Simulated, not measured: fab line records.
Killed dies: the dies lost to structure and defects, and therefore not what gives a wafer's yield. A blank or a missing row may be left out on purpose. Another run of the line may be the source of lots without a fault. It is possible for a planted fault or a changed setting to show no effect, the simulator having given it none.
fab line records ; flow n5Finfet ; part 1 of 2: steps 1 to 29 of 34
record: lots: 5; wafers: 15; lastDay: 18
route steps=1938 shown MOL_CONTACT_COAG@544
lots that met no fault: from a run of the same line without faults
startH: hours from the record's first day to the start of the lot's first wafer shown ; waitH: hours from the lot's prior step to this one ; " the same as in the row above ; L1.1+2: one row covering several wafers at once ; - no value present, or no start provided ; * or withheld: withheld ; < > ~ a bound
route shown NAME@n: NAME is a module with steps in the file, n the number in the route of the first one ; usual: mean and standard deviation over wafers with no fault ; same: alike in all rows ; chamber/n: place in a boat ; sites: each site's reading ; _std_site: the values' standard deviation ; _edge_site: the outer-site mean with the inner-site mean subtracted ; radiusMm: how far each site lies from the wafer's centre ; mask NAME#n: copy n ; behind: the last tool/chamber to shape the wafer ; hold: reason for holding the lot/hours on hold/outcome of the hold ; device: the n, p or np transistor that did not switch ; end of line: at the end of the route, the tests of the same wafers ; a step given without rows: its recipe and nothing more ; killed: dies that structure and defects cost at the first sort, which is not the same as the wafer's yield ; map: dies across one wafer; x = killed, . = not, _ = none there
set.NAME: the setting as run; set.NAME@STEP: as run at that earlier step ; model.NAME: the simulator's own value behind a step, which no gauge read
a table for each step, a row for each wafer; lots at some steps of the route
services: from which hour (startH, from the record's first day; less than 0 if before it) a tool's chamber was out of use, for how many hours, and why
== steps ==
step: N5_MOL_CONTACT_COAG_ALD_20
recipe: material: TiN; targetThkA: 15; tempC: 400; aldPrecursorFamily: TiCl4; aldCoReactant: NH3; pulseTimeS: 1; purgeTimeS: 3; coReactantPurgeTimeS: 2; coReactantPulseTimeS: 2; aldCycles: 68; pressureTorr: 3
usual: heaterPowerW: 907/86; precursorPulseHeightRel: 0.998/0.022
lot.wafer;tool;chamber;startH;waitH;heaterPowerW;precursorPulseHeightRel
L085.1;aldMetal-04;0;164.28;0.1;938;0.991
L085.3;aldMetal-04;1;164.28;0.1;830;0.982
L085.5;aldMetal-04;0;164.28;0.1;945;0.983
L088.1;aldMetal-03;1;176.39;0.1;848;1.026
L088.3;aldMetal-03;2;176.39;0.1;891;0.978
L088.4;aldMetal-03;0;176.39;0.1;951;0.990
L089.1;aldMetal-01;1;181.71;0.1;1017;0.963
L089.2;aldMetal-01;2;181.71;0.1;943;1.010
L089.6;aldMetal-01;0;181.71;0.1;736;1.027
L090.1;aldMetal-04;2;184.17;0.1;1061;1.021
L090.5;aldMetal-04;0;184.17;0.1;943;1.000
L090.6;aldMetal-04;3;184.17;0.1;919;0.999
L097.1;aldMetal-01;1;228.60;0.1;1020;1.015
L097.2;aldMetal-01;0;228.60;0.1;761;1.000
L097.3;aldMetal-01;2;228.60;0.1;940;1.018
step: N5_MOL_CONTACT_COAG_SIL_ANNEAL_21
recipe: tempC: 550; timeS: 60; ambient: N2
usual: lampPowerPct: 5.46/0.19; wafer_temp_C_max: 552.3/0.81
lot.wafer;tool;chamber;startH;waitH;lampPowerPct;wafer_temp_C_max
L085.1;rtpAnneal-01;0;164.66;0.2;5.60;551.5
L085.3;rtpAnneal-01;0;164.66;0.2;5.60;551.8
L085.5;rtpAnneal-01;0;164.66;0.2;5.60;551.4
L088.1;rtpAnneal-01;0;176.76;0.2;5.61;551.9
L088.3;rtpAnneal-01;0;176.76;0.2;5.59;551.8
L088.4;rtpAnneal-01;0;176.76;0.2;5.61;551.8
L089.1;rtpAnneal-02;0;182.18;0.3;5.20;552.7
L089.2;rtpAnneal-02;0;182.18;0.3;5.19;552.5
L089.6;rtpAnneal-02;0;182.18;0.3;5.19;552.3
L090.1;rtpAnneal-02;0;184.54;0.2;5.19;553.2
L090.5;rtpAnneal-02;0;184.54;0.2;5.19;553.6
L090.6;rtpAnneal-02;0;184.54;0.2;5.18;553.0
L097.1;rtpAnneal-02;0;229.01;0.2;5.19;553.2
L097.2;rtpAnneal-02;0;229.01;0.2;5.21;553.8
L097.3;rtpAnneal-02;0;229.01;0.2;5.20;552.8
step: N5_MOL_CONTACT_COAG_PRE_CLEAN_141
recipe: gas: H2/He; timeS: 60; tempC: 300
usual: heaterPowerW: 487/82
lot.wafer;tool;chamber;startH;waitH;heaterPowerW
L085.1;pvdSputter-01;-;165.50;0.8;465
L085.3;pvdSputter-01;-;165.50;0.8;479
L085.5;pvdSputter-01;-;165.50;0.8;460
L088.1;pvdSputter-02;-;177.30;0.5;519
L088.3;pvdSputter-02;-;177.30;0.5;392
L088.4;pvdSputter-02;-;177.30;0.5;587
L089.1;pvdSputter-02;-;184.14;1.9;585
L089.2;pvdSputter-02;-;184.14;1.9;572
L089.6;pvdSputter-02;-;184.14;1.9;392
L090.1;pvdSputter-03;-;184.88;0.3;460
L090.5;pvdSputter-03;-;184.88;0.3;465
L090.6;pvdSputter-03;-;184.88;0.3;390
L097.1;pvdSputter-02;-;230.73;1.7;510
L097.2;pvdSputter-02;-;230.73;1.7;572
L097.3;pvdSputter-02;-;230.73;1.7;374
step: N5_MOL_CONTACT_COAG_SPUTTER_143
recipe: material: Co; targetThkA: 25; tempC: 25; chamberPressurePa: 0.2
usual: throttleValvePct: 29.7/0.99
lot.wafer;tool;chamber;startH;waitH;throttleValvePct
L085.1;pvdSputter-01;-;165.56;0.0;28.6
L085.3;pvdSputter-01;-;165.56;0.0;28.9
L085.5;pvdSputter-01;-;165.56;0.0;31.2
L088.1;pvdSputter-02;-;177.36;0.0;29.3
L088.3;pvdSputter-02;-;177.36;0.0;28.9
L088.4;pvdSputter-02;-;177.36;0.0;30.3
L089.1;pvdSputter-02;-;184.20;0.0;30.4
L089.2;pvdSputter-02;-;184.20;0.0;30.3
L089.6;pvdSputter-02;-;184.20;0.0;28.6
L090.1;pvdSputter-03;-;184.94;0.0;30.0
L090.5;pvdSputter-03;-;184.94;0.0;29.7
L090.6;pvdSputter-03;-;184.94;0.0;31.2
L097.1;pvdSputter-02;-;230.79;0.0;29.7
L097.2;pvdSputter-02;-;230.79;0.0;30.5
L097.3;pvdSputter-02;-;230.79;0.0;28.7
step: N5_MOL_CONTACT_COAG_CO_FILL_22
recipe: material: Co; targetThkA: 200; tempC: 200; precursor: CCTBA/H2; pressureTorr: 30
usual: heaterPowerW: 233/31
lot.wafer;tool;chamber;startH;waitH;heaterPowerW
L085.1;cvdCo-02;0;165.69;0.1;254
L085.3;cvdCo-02;1;165.69;0.1;232
L085.5;cvdCo-02;2;165.69;0.1;214
L088.1;cvdCo-01;1;177.49;0.1;201
L088.3;cvdCo-01;2;177.49;0.1;203
L088.4;cvdCo-01;1;177.49;0.1;207
L089.1;cvdCo-01;2;184.33;0.1;197
L089.2;cvdCo-01;0;184.33;0.1;299
L089.6;cvdCo-01;1;184.33;0.1;205
L090.1;cvdCo-02;2;185.06;0.1;221
L090.5;cvdCo-02;1;185.06;0.1;228
L090.6;cvdCo-02;2;185.06;0.1;215
L097.1;cvdCo-02;2;230.91;0.1;217
L097.2;cvdCo-02;1;230.91;0.1;226
L097.3;cvdCo-02;0;230.91;0.1;256
step: N5_MOL_CONTACT_COAG_ANNEAL_113
recipe: tempC: 400; timeS: 300; ambient: H2/N2
usual: lampPowerPct: 2.33/0.087; wafer_temp_C_max: 401.8/0.71
lot.wafer;tool;chamber;startH;waitH;lampPowerPct;wafer_temp_C_max
L085.1;rtpAnneal-01;0;166.45;0.5;2.41;401.8
L085.3;rtpAnneal-01;0;166.45;0.5;2.40;401.4
L085.5;rtpAnneal-01;0;166.45;0.5;2.40;401.1
L088.1;rtpAnneal-01;0;178.10;0.3;2.41;401.4
L088.3;rtpAnneal-01;0;178.10;0.3;2.41;401.0
L088.4;rtpAnneal-01;0;178.10;0.3;2.41;401.1
L089.1;rtpAnneal-01;0;184.94;0.3;2.41;401.7
L089.2;rtpAnneal-01;0;184.94;0.3;2.41;401.5
L089.6;rtpAnneal-01;0;184.94;0.3;2.40;401.0
L090.1;rtpAnneal-02;0;185.68;0.3;2.23;402.2
L090.5;rtpAnneal-02;0;185.68;0.3;2.23;401.9
L090.6;rtpAnneal-02;0;185.68;0.3;2.23;402.0
L097.1;rtpAnneal-02;0;231.55;0.3;2.23;403.1
L097.2;rtpAnneal-02;0;231.55;0.3;2.23;402.5
L097.3;rtpAnneal-02;0;231.55;0.3;2.23;402.7
step: N5_MOL_CONTACT_COAG_PRE_CLEAN_142
recipe: gas: H2/He; timeS: 60; tempC: 300
usual: heaterPowerW: 482/73
lot.wafer;tool;chamber;startH;waitH;heaterPowerW
L085.1;pvdSputter-02;-;168.14;1.5;569
L085.3;pvdSputter-02;-;168.14;1.5;587
L085.5;pvdSputter-02;-;168.14;1.5;384
L088.1;pvdSputter-02;-;180.68;2.4;392
L088.3;pvdSputter-02;-;180.68;2.4;517
L088.4;pvdSputter-02;-;180.68;2.4;588
L089.1;pvdSputter-02;-;187.25;2.2;574
L089.2;pvdSputter-02;-;187.25;2.2;574
L089.6;pvdSputter-02;-;187.25;2.2;512
L090.1;pvdSputter-02;-;187.41;1.6;384
L090.5;pvdSputter-02;-;187.41;1.6;377
L090.6;pvdSputter-02;-;187.41;1.6;581
L097.1;pvdSputter-03;-;234.03;2.3;423
L097.2;pvdSputter-03;-;234.03;2.3;664
L097.3;pvdSputter-03;-;234.03;2.3;469
step: N5_MOL_CONTACT_COAG_SPUTTER_130
recipe: material: Co; targetThkA: 475; tempC: 25; chamberPressurePa: 0.5; powerW: 3000
usual: throttleValvePct: 29.7/0.99
lot.wafer;tool;chamber;startH;waitH;throttleValvePct
L085.1;pvdSputter-02;-;168.20;0.0;30.3
L085.3;pvdSputter-02;-;168.20;0.0;30.5
L085.5;pvdSputter-02;-;168.20;0.0;28.7
L088.1;pvdSputter-02;-;180.74;0.0;28.9
L088.3;pvdSputter-02;-;180.74;0.0;29.6
L088.4;pvdSputter-02;-;180.74;0.0;30.5
L089.1;pvdSputter-02;-;187.31;0.0;30.6
L089.2;pvdSputter-02;-;187.31;0.0;30.0
L089.6;pvdSputter-02;-;187.31;0.0;29.7
L090.1;pvdSputter-02;-;187.47;0.0;28.8
L090.5;pvdSputter-02;-;187.47;0.0;28.9
L090.6;pvdSputter-02;-;187.47;0.0;30.3
L097.1;pvdSputter-03;-;234.09;0.0;29.2
L097.2;pvdSputter-03;-;234.09;0.0;27.8
L097.3;pvdSputter-03;-;234.09;0.0;29.9
step: N5_MOL_CONTACT_COAG_PRECLEAN_125
recipe: chemistry: DIW; timeS: 57.5; tempC: 23
lot.wafer;tool;chamber;startH;waitH
L085.1+3+5;wetBench-05;5,6,0;168.33;0.1
L088.1+3+4;wetBench-01;7,6,4;180.87;0.1
L089.1+2+6;wetBench-01;2,0,7;187.44;0.1
L090.1+5+6;wetBench-01;0,4,7;187.60;0.1
L097.1+2+3;wetBench-05;3,5,6;234.22;0.1
step: N5_MOL_CONTACT_COAG_SRD_126
recipe: dryTimeS: 32; dry: n2Spin; spinRpm: 1500
usual: spinRpm: 1500.0/0.8
lot.wafer;tool;chamber;startH;waitH;spinRpm
L085.1;wetBench-05;5;168.35;0.0;1500.8
L085.3;wetBench-05;6;168.35;0.0;1500.1
L085.5;wetBench-05;0;168.35;0.0;1498.9
L088.1;wetBench-01;7;180.89;0.0;1500.6
L088.3;wetBench-01;6;180.89;0.0;1499.7
L088.4;wetBench-01;4;180.89;0.0;1499.7
L089.1;wetBench-01;2;187.46;0.0;1501.4
L089.2;wetBench-01;0;187.46;0.0;1499.0
L089.6;wetBench-01;7;187.46;0.0;1500.5
L090.1;wetBench-01;0;187.62;0.0;1499.0
L090.5;wetBench-01;4;187.62;0.0;1499.6
L090.6;wetBench-01;7;187.62;0.0;1499.6
L097.1;wetBench-05;3;234.24;0.0;1499.5
L097.2;wetBench-05;5;234.24;0.0;1501.0
L097.3;wetBench-05;6;234.24;0.0;1498.6
step: N5_MOL_CONTACT_COAG_CMP_23
recipe: stopOn: SiO2; tOverpolishS: 1.5; postCmpClean: cuAlkaline; downForcePsi: 2; platenRpm: 50.289; padVelocityMS: 1.0006; targetThkNm: 0
usual: motorCurrentA: 8.4/0.85; overpolishRunS: 1.500/0.0093; retainingRingPressureFrac: 1.000/0.0055; timeToEndpointS: 9.4/2.7
lot.wafer;tool;chamber;startH;waitH;motorCurrentA;overpolishRunS;retainingRingPressureFrac;timeToEndpointS
L085.1;cmp-04;3;168.68;0.3;7.7;1.504;1.017;7.9
L085.3;cmp-04;0;168.68;0.3;7.4;1.492;1.006;9.0
L085.5;cmp-04;3;168.68;0.3;7.5;1.498;1.009;8.2
L088.3;cmp-02;1;180.93;0.0;7.8;1.501;0.986;7.0
L088.4;cmp-02;2;180.93;0.0;8.1;1.496;1.000;6.9
L088.1;cmp-02;3;180.93;0.0;9.3;1.486;0.994;6.0
L089.2;cmp-03;1;187.49;0.0;9.0;1.488;0.999;7.8
L089.1;cmp-03;2;187.49;0.0;9.2;1.493;0.997;13.9
L089.6;cmp-03;1;187.49;0.0;9.0;1.509;0.993;7.9
L090.1;cmp-02;1;187.76;0.1;7.5;1.498;1.003;8.6
L090.5;cmp-02;2;187.76;0.1;8.1;1.496;1.001;9.0
L090.6;cmp-02;3;187.76;0.1;9.2;1.488;0.988;8.4
L097.2;cmp-02;0;234.27;0.0;8.3;1.503;1.005;10.5
L097.1;cmp-02;2;234.27;0.0;8.4;1.496;1.001;11.4
L097.3;cmp-02;3;234.27;0.0;9.5;1.494;1.009;9.2
step: N5_MOL_CONTACT_COAG_WET_ETCH_26
recipe: target: Co; targetDepthNm: 13
lot.wafer;tool;chamber;startH;waitH
L085.1+3+5;wetBench-05;6,0,4;168.99;0.0
L088.1+3+4;wetBench-01;2,1,3;181.28;0.0
L089.1+2+6;wetBench-06;7,4,6;187.84;0.0
L090.1+5+6;wetBench-05;0,4,5;188.00;0.0
L097.1+2+3;wetBench-05;0,2,3;234.62;0.0
step: N5_MOL_CONTACT_COAG_WET_ETCH_116
recipe: chemistry: SC1-inhibited; targetDepthNm: 4.6; dry: ipaMarangoni; rinseTimeS: 30; rinseTempC: 23
same: rinseTimeS: 30
lot.wafer;tool;chamber;startH;waitH
L085.1+3+5;wetBench-05;6,0,4;169.14;0.0
L088.1+3+4;wetBench-01;2,1,3;181.43;0.0
L089.1+2+6;wetBench-06;7,4,6;187.99;0.0
L090.1+5+6;wetBench-05;0,4,5;188.15;0.0
L097.1+2+3;wetBench-05;0,2,3;234.77;0.0
step: N5_MOL_CONTACT_COAG_ALD_27
recipe: material: SiOC; targetThkA: 170; tempC: 400; aldPrecursorFamily: carbosiloxane; aldCoReactant: H2-plasma; pulseTimeS: 1.5; timeS: 2720; purgeTimeS: 2; coReactantPurgeTimeS: 2; aldCycles: 340; pressureTorr: 2
usual: heaterPowerW: 849/89; precursorPulseHeightRel: 1.004/0.02
lot.wafer;tool;chamber;startH;waitH;heaterPowerW;precursorPulseHeightRel
L085.1;aldSin-02;3;169.46;0.0;788;0.951
L085.3;aldSin-02;0;169.46;0.0;888;1.021
L085.5;aldSin-02;1;169.46;0.0;789;1.016
L088.1;aldSin-01;2;181.75;0.0;1062;0.989
L088.3;aldSin-01;1;181.75;0.0;869;0.997
L088.4;aldSin-01;3;181.75;0.0;882;0.983
L089.1;aldSin-01;0;189.03;0.8;726;0.999
L089.2;aldSin-01;1;189.03;0.8;855;0.966
L089.6;aldSin-01;1;189.03;0.8;889;1.014
L090.1;aldSin-03;2;191.06;2.6;876;0.995
L090.5;aldSin-03;0;191.06;2.6;933;0.972
L090.6;aldSin-03;1;191.06;2.6;913;0.989
L097.1;aldSin-01;3;235.09;0.0;895;1.025
L097.2;aldSin-01;2;235.09;0.0;1037;1.000
L097.3;aldSin-01;1;235.09;0.0;857;1.015
step: N5_MOL_CONTACT_COAG_CMP_28
recipe: stopOn: SiNx; tOverpolishS: 0.85; postCmpClean: alkalineBrush; downForcePsi: 4.15; platenRpm: 51.8; padVelocityMS: 1.0307; targetThkNm: 14.522
usual: motorCurrentA: 12.6/1.4; retainingRingPressureFrac: 1.000/0.0054; timeToEndpointS: 5.0/2.4
lot.wafer;tool;chamber;startH;waitH;motorCurrentA;retainingRingPressureFrac;timeToEndpointS
L085.3;cmp-03;0;171.07;0.8;11.2;0.985;7.5
L085.1;cmp-03;2;171.07;0.8;15.1;1.000;8.8
L085.5;cmp-03;0;171.07;0.8;11.1;0.989;8.6
L088.1;cmp-03;3;183.32;0.8;14.5;1.011;3.0
L088.3;cmp-03;0;183.32;0.8;11.3;1.007;5.7
L088.4;cmp-03;1;183.32;0.8;14.2;1.002;5.5
L089.1;cmp-02;2;190.68;0.9;13.3;1.003;3.0
L089.2;cmp-02;3;190.68;0.9;14.3;1.003;2.7
L089.6;cmp-02;0;190.68;0.9;12.0;0.992;4.9
L090.1;cmp-04;1;192.72;0.9;12.6;0.986;6.6
L090.6;cmp-04;0;192.72;0.9;11.6;1.005;5.0
L090.5;cmp-04;1;192.72;0.9;13.0;0.998;8.2
L097.1;cmp-02;1;236.66;0.8;11.7;0.999;3.4
L097.2;cmp-02;3;236.66;0.8;13.4;1.001;6.0
L097.3;cmp-02;0;236.66;0.8;12.0;0.997;4.0
step: N5_MOL_CONTACT_COAG_THK_MEAS_29
recipe: reads: SiNx_of_GATE_CUT_PECVD_57+SiNx_of_GATE_CUT_SAC_CAP_01
usual: MD_CAP_THK: 17.95/0.086
lot.wafer;tool;chamber;startH;waitH;MD_CAP_THK[nm]
L085.1;filmMetro-01;-;171.38;-;17.91
L085.3;filmMetro-01;-;171.38;-;17.92
L085.5;filmMetro-01;-;171.38;-;17.98
L088.1;filmMetro-02;-;183.61;-;17.78
L088.3;filmMetro-02;-;183.61;-;17.84
L088.4;filmMetro-02;-;183.61;-;17.83
L089.1;filmMetro-01;-;190.89;-;17.80
L089.2;filmMetro-01;-;190.89;-;17.75
L089.6;filmMetro-01;-;190.89;-;17.97
L090.1;filmMetro-01;-;192.98;-;17.91
L090.5;filmMetro-01;-;192.98;-;18.05
L090.6;filmMetro-01;-;192.98;-;18.00
L097.1;filmMetro-02;-;236.95;-;17.98
L097.2;filmMetro-02;-;236.95;-;17.96
L097.3;filmMetro-02;-;236.95;-;18.02
step: N5_MOL_CONTACT_COAG_ALD_123
recipe: material: SiNx; targetThkA: 50; tempC: 400; aldPrecursorFamily: SiH2I2; aldCoReactant: N2/H2-plasma; pulseTimeS: 1; purgeTimeS: 2; coReactantPurgeTimeS: 2; aldCycles: 100; pressureTorr: 2
usual: heaterPowerW: 852/88; precursorPulseHeightRel: 1.003/0.019
lot.wafer;tool;chamber;startH;waitH;heaterPowerW;precursorPulseHeightRel
L085.1;aldSin-02;1;171.42;0.0;790;0.988
L085.3;aldSin-02;0;171.42;0.0;885;1.036
L085.5;aldSin-02;1;171.42;0.0;772;1.027
L088.1;aldSin-02;3;183.65;0.0;777;0.992
L088.3;aldSin-02;2;183.65;0.0;711;0.986
L088.4;aldSin-02;0;183.65;0.0;886;1.003
L089.1;aldSin-01;1;191.75;0.9;871;1.012
L089.2;aldSin-01;2;191.75;0.9;1029;1.000
L089.6;aldSin-01;1;191.75;0.9;856;1.006
L090.1;aldSin-03;3;193.35;0.4;907;0.996
L090.5;aldSin-03;0;193.35;0.4;946;1.041
L090.6;aldSin-03;1;193.35;0.4;903;1.007
L097.1;aldSin-03;3;236.99;0.0;851;0.977
L097.2;aldSin-03;1;236.99;0.0;898;1.003
L097.3;aldSin-03;0;236.99;0.0;950;0.975
step: N5_MOL_CONTACT_COAG_PECVD_31
recipe: material: SiO2; targetThkA: 460; tempC: 400; precursor: TEOS/O2; pressureTorr: 6.5; rfW: withheld; teosFlowSccm: withheld; gas: O2; flowSccm: 2650; timeS: 8.9
lot.wafer;tool;chamber;startH;waitH
L085.1+3+5;pecvd-01;2,0,0;171.92;0.3
L088.1+3+4;pecvd-01;2,0,2;184.16;0.3
L089.1+2+6;pecvd-01;0,2,2;192.25;0.3
L090.1+5+6;pecvd-04;0,1,0;193.86;0.3
L097.1+2+3;pecvd-02;1,2,0;237.49;0.3
step: N5_MOL_CONTACT_COAG_COAT_75
recipe: resist: SOC; tempC: 250; timeS: 60; spinRpm: 1500; resistThkNm: 60
lot.wafer;tool;chamber;startH;waitH
L085.1+3+5;lithoTrack-05;0;171.98;0.0
L088.1+3+4;lithoTrack-04;0;184.21;0.0
L089.1+2+6;lithoTrack-03;0;192.31;0.0
L090.1+5+6;lithoTrack-05;0;193.91;0.0
L097.1+2+3;lithoTrack-04;0;237.55;0.0
step: N5_MOL_CONTACT_COAG_COAT_76
recipe: resist: SiARC; tempC: 220; timeS: 60; spinRpm: 1500; resistThkNm: 10
lot.wafer;tool;chamber;startH;waitH
L085.1+3+5;lithoTrack-05;0;-;-
L088.1+3+4;lithoTrack-04;0;-;-
L089.1+2+6;lithoTrack-03;0;-;-
L090.1+5+6;lithoTrack-05;0;-;-
L097.1+2+3;lithoTrack-04;0;-;-
step: N5_MOL_CONTACT_COAG_COAT_77
recipe: resist: underlayer; tempC: 205; timeS: 60; spinRpm: 1500; resistThkNm: 10
lot.wafer;tool;chamber;startH;waitH
L085.1+3+5;lithoTrack-05;0;-;-
L088.1+3+4;lithoTrack-04;0;-;-
L089.1+2+6;lithoTrack-03;0;-;-
L090.1+5+6;lithoTrack-05;0;-;-
L097.1+2+3;lithoTrack-04;0;-;-
step: N5_MOL_CONTACT_COAG_COAT_78
recipe: resist: CAR-EUV; spinRpm: 1500; resistThkNm: 40
lot.wafer;tool;chamber;startH;waitH
L085.1+3+5;lithoTrack-05;0;-;-
L088.1+3+4;lithoTrack-04;0;-;-
L089.1+2+6;lithoTrack-03;0;-;-
L090.1+5+6;lithoTrack-05;0;-;-
L097.1+2+3;lithoTrack-04;0;-;-
step: N5_MOL_CONTACT_COAG_EBR_80
recipe: solvent: PGMEA; ebrWidthMm: 1.5
lot.wafer;tool;chamber;startH;waitH
L085.1+3+5;lithoTrack-05;0;-;-
L088.1+3+4;lithoTrack-04;0;-;-
L089.1+2+6;lithoTrack-03;0;-;-
L090.1+5+6;lithoTrack-05;0;-;-
L097.1+2+3;lithoTrack-04;0;-;-
step: N5_MOL_CONTACT_COAG_SOFTBAKE_79
recipe: tempC: 110; timeS: 60; resist: CAR-EUV
lot.wafer;tool;chamber;startH;waitH
L085.1+3+5;lithoTrack-05;0;-;-
L088.1+3+4;lithoTrack-04;0;-;-
L089.1+2+6;lithoTrack-03;0;-;-
L090.1+5+6;lithoTrack-05;0;-;-
L097.1+2+3;lithoTrack-04;0;-;-
step: N5_MOL_CONTACT_COAG_EXPOSE_81
recipe: maskId: VG; na: 0.33; sourceShape: annular; sigmaInner: 0.3; sigmaOuter: 0.7; polarization: unpolarized; defocusNm: 0; doseMj: 59.5
lot.wafer;tool;chamber;startH;waitH;mask
L085.1+3+5;euvScanner-02;0;172.18;-;VG#0
L088.1+3+4;euvScanner-02;0;184.47;-;VG#0
L089.1+2+6;euvScanner-02;0;192.45;-;VG#0
L090.1+5+6;euvScanner-02;0;194.05;-;VG#0
L097.1+2+3;euvScanner-01;0;237.69;-;VG#0
step: N5_MOL_CONTACT_COAG_PEB_82
recipe: pebTempC: 100; pebTimeS: 60; resist: CAR-EUV
same: pebTimeS: 60
lot.wafer;tool;chamber;startH;waitH
L085.1+3+5;lithoTrack-03;0;172.26;0.1
L088.1+3+4;lithoTrack-05;0;184.55;0.1
L089.1+2+6;lithoTrack-05;0;192.52;0.1
L090.1+5+6;lithoTrack-05;0;194.12;0.1
L097.1+2+3;lithoTrack-05;0;237.76;0.1
step: N5_MOL_CONTACT_COAG_DEVELOP_83
recipe: developTimeS: 30; developer: TMAH; resist: CAR-EUV; rinseLiquid: surfactantRinse; dry: airSpin; devTempC: 23
lot.wafer;tool;chamber;startH;waitH
L085.1+3+5;lithoTrack-03;0;-;-
L088.1+3+4;lithoTrack-05;0;-;-
L089.1+2+6;lithoTrack-05;0;-;-
L090.1+5+6;lithoTrack-05;0;-;-
L097.1+2+3;lithoTrack-05;0;-;-
step: N5_MOL_CONTACT_COAG_CD_MEAS_84
recipe: targetCdNm: 25.1; landingEnergyEv: 500; detector: seInlens; polarity: opening
usual: cdNm: 25.14/0.23
lot.wafer;tool;chamber;startH;waitH;cdNm
L085.1;cdSem-01;0;172.32;-;25.11
L085.3;cdSem-01;0;172.32;-;25.46
L085.5;cdSem-01;0;172.32;-;25.19
L088.1;cdSem-03;0;184.62;-;25.10
L088.3;cdSem-03;0;184.62;-;25.64
L088.4;cdSem-03;0;184.62;-;25.46
L089.1;cdSem-03;0;192.59;-;24.87
L089.2;cdSem-03;0;192.59;-;24.96
L089.6;cdSem-03;0;192.59;-;25.43
L090.1;cdSem-02;0;194.19;-;25.06
L090.5;cdSem-02;0;194.19;-;25.14
L090.6;cdSem-02;0;194.19;-;25.11
L097.1;cdSem-03;0;237.83;-;24.90
L097.2;cdSem-03;0;237.83;-;25.20
L097.3;cdSem-03;0;237.83;-;25.15
step: N5_MOL_CONTACT_COAG_OVL_MEAS_85
recipe: pointsPerWafer: 522
usual: VG_OVL: 0.2/0.72
same: pointsPerWafer: 522
lot.wafer;tool;chamber;startH;waitH;VG_OVL[nm]
L085.1;overlay-02;0;172.35;0.0;1.7
L085.3;overlay-02;0;172.35;0.0;0.4
L085.5;overlay-02;0;172.35;0.0;-0.5
L088.1;overlay-01;0;184.65;0.0;0.0
L088.3;overlay-01;0;184.65;0.0;0.4
L088.4;overlay-01;0;184.65;0.0;1.0
L089.1;overlay-01;0;192.62;0.0;0.2
L089.2;overlay-01;0;192.62;0.0;0.8
L089.6;overlay-01;0;192.62;0.0;0.1
L090.1;overlay-02;0;194.22;0.0;0.2
L090.5;overlay-02;0;194.22;0.0;0.9
L090.6;overlay-02;0;194.22;0.0;0.0
L097.1;overlay-02;0;237.86;0.0;0.8
L097.2;overlay-02;0;237.86;0.0;1.5
L097.3;overlay-02;0;237.86;0.0;1.3
